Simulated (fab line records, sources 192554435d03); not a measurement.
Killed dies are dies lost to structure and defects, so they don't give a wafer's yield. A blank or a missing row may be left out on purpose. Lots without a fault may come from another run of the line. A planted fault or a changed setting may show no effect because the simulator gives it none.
Chamber matching | flow n5_finfet | N5_WELL_APT_DESCUM_30 on rie_diel-01: 4 sister chambers
The step chemistry O2, time 7.9 s. 4 wafers are shown with their chamber, then 9 later ones without.

WAFERS WITH THEIR CHAMBER
wafer  | chamber | throttle_valve_pct (%)
L082.1 | 1       | 20.68
L084.5 | 3       | 20.53
L087.2 | 0       | 20.46
L087.6 | 2       | 20.54

WAFERS WITHOUT THEIR CHAMBER
wafer  | throttle_valve_pct (%)
L088.2 | 20.47
L088.3 | 20.55
L088.4 | 20.53
L095.2 | 20.56
L095.5 | 20.50
L095.6 | 20.24
L097.3 | 20.56
L097.4 | 20.24
L097.5 | 20.25

WHICH CHAMBER EACH WENT THROUGH
wafer  | from the rows above               | in truth
L088.2 | can't be placed: 0 or 3 or 2 or 1 | 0
L088.3 | can't be placed: 2 or 3 or 0 or 1 | 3
L088.4 | can't be placed: 3 or 2 or 0 or 1 | 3
L095.2 | can't be placed: 2 or 3 or 0 or 1 | 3
L095.5 | can't be placed: 3 or 0 or 2 or 1 | 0
L095.6 | can't be placed: 0 or 3 or 2 or 1 | 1
L097.3 | can't be placed: 2 or 3 or 0 or 1 | 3
L097.4 | can't be placed: 0 or 3 or 2 or 1 | 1
L097.5 | can't be placed: 0 or 3 or 2 or 1 | 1
Placed correctly: 0 of 9. Can't be placed from these rows: 9 (the true chamber is among the candidates in 9). Placed wrongly: 0.
How it was worked out, from the rows above alone: a wafer's distance from a chamber is the root of the sum, over the readings, of the square of ((its reading less the chamber's mean) divided by the reading's scatter). The wafer belongs to the nearest chamber; if the next one is less than 2 further off, it can't be placed. A chamber's mean is the mean of its shown wafers. The scatter: with one shown wafer a chamber, the root of the mean of the squares of how far each hidden wafer lies from its nearest shown one.
